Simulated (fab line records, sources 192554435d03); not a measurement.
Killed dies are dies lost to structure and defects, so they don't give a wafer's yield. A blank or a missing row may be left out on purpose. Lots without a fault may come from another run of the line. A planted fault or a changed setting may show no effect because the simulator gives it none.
Problem report in the 8D (eight disciplines) form, filled by code | flow n5_finfet | the parts of the form that need people (team, actions taken, sign-off) are left out

1. THE PROBLEM
bias_w at N5_MIM_BOT_ETCH_ETCH_03 reads a mean of 117.46 W on 6 wafers of 2 lots; wafers without a fault read 100.01 W with a standard deviation of 0.28. That is +62 standard deviations from the usual mean.
The step: etches the open film in Cl2/BCl3, target depth 12 nm.
First seen on wafer L966.2, day 16 09:29, on rie_metal-01. The record holds 18 wafers of 6 lots with a number at this step. Rule for "out", or "out of limits": more than 4 standard deviations from the usual mean. The other wafers with a number count as sound.

2. WHAT IT IS AND WHAT IT IS NOT
question                    | is                     | is not
which readings at this step | bias_w                 | chamber_pressure_mTorr, drypump_motor_current_A, oes_product_au, rf_fwd_power_W, throttle_valve_pct
which lots                  | L966, L971             | L959, L961, L972, L974
which wafers of those lots  | all that have a number | -
read on which tools         | rie_metal-01           | rie_metal-02, rie_metal-03
when                        | from day 16 09:29      | up to then (6 sound wafers); but 6 sound wafers of L972, L974 came after

3. SUSPECTS, AND WHAT RULES EACH OUT
Counting: a tool at a process step up to the reading stays a suspect if it ran every lot that is out and no sound lot after the first of them.
- rie_metal-01 at N5_MIM_BOT_ETCH_ETCH_03 (etches the open film in Cl2/BCl3, target depth 12 nm): kept. It ran every lot that is out, first L966 (day 16 09:29), and no sound lot after that; its last sound lot up to then is L959 (day 14 01:17). Its own readings are out on those wafers: bias_w.
Left after counting: rie_metal-01 at N5_MIM_BOT_ETCH_ETCH_03.

4. THE CAUSE (what the simulator had put in)
Process parameter drift: rie_metal-01, from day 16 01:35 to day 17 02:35, at N5_MIM_BOT_ETCH_ETCH_03. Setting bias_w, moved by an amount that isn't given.
Counting left only this tool.

5. THE CHAIN OF EFFECTS, in route order
Each row: a reading whose mean over the struck wafers that have a number lies more than 3 standard deviations from the usual. Only readings for which the record gives a usual standard deviation are gone through. hours: the time from each lot's start at the first step in this table that gives one to its start at this step, as a median over the lots. sigmas: the change in usual standard deviations.
hours | step                    | reading | usual    | on struck wafers | change | sigmas
0     | N5_MIM_BOT_ETCH_ETCH_03 | bias_w  | 100.01 W | 117.46           | +17.45 | +62
The process steps in it:
- N5_MIM_BOT_ETCH_ETCH_03: etches the open film in Cl2/BCl3, target depth 12 nm.

6. WHAT WOULD HAVE CAUGHT IT SOONER
In this record the first reading out of limits was taken at day 16 09:29, 8 hours after the fault began at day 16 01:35.
